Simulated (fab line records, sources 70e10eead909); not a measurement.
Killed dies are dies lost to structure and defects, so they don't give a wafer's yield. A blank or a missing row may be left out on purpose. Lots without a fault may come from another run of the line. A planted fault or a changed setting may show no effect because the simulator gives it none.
Chamber matching | flow nand_harc | NHARC_A_STAIRCASE_DEP_259 on pecvd-03: 3 sister chambers
The step deposits SiON, target thk 30 nm. 18 wafers are shown with their chamber, then 9 later ones without.

WAFERS WITH THEIR CHAMBER
wafer  | chamber | heater_power_w (W)
L637.1 | 1       | 744
L637.4 | 1       | 723
L637.6 | 0       | 692
L638.3 | 2       | 798
L638.4 | 0       | 685
L638.5 | 1       | 756
L640.1 | 0       | 697
L640.3 | 2       | 796
L640.4 | 0       | 683
L643.1 | 1       | 759
L643.3 | 0       | 690
L643.6 | 0       | 667
L642.1 | 1       | 756
L642.3 | 2       | 651
L642.4 | 1       | 738
L645.1 | 2       | 767
L645.2 | 1       | 727
L645.4 | 1       | 701

SIGNATURES (means of the wafers above)
reading        | chamber 0 | chamber 1 | chamber 2 | scatter within a chamber
heater_power_w | 685.67    | 738.00    | 753.00    | 34.5
Rule: a wafer's distance from a chamber is the root of the sum, over the readings, of the square of ((its reading less the chamber's mean) divided by the reading's scatter). The wafer belongs to the nearest chamber; if the next one is less than 2 further off, it can't be placed. The scatter: the root of (the sum of the squares of (reading less its chamber's mean) over the shown wafers, divided by (wafers less chambers)).

WAFERS WITHOUT THEIR CHAMBER
wafer  | heater_power_w (W)
L655.2 | 664
L655.3 | 766
L655.6 | 660
L659.3 | 627
L659.4 | 636
L659.6 | 734
L658.1 | 780
L658.2 | 679
L658.3 | 582

WHICH CHAMBER EACH WENT THROUGH
wafer  | from the rows above          | in truth
L655.2 | can't be placed: 0 or 1 or 2 | 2
L655.3 | can't be placed: 2 or 1 or 0 | 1
L655.6 | can't be placed: 0 or 1 or 2 | 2
L659.3 | can't be placed: 0 or 1 or 2 | 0
L659.4 | can't be placed: 0 or 1 or 2 | 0
L659.6 | can't be placed: 1 or 2 or 0 | 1
L658.1 | can't be placed: 2 or 1 or 0 | 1
L658.2 | can't be placed: 0 or 1 or 2 | 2
L658.3 | can't be placed: 0 or 1 or 2 | 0
Placed correctly: 0 of 9. Can't be placed from these rows: 9 (the true chamber is among the candidates in 9). Placed wrongly: 0.
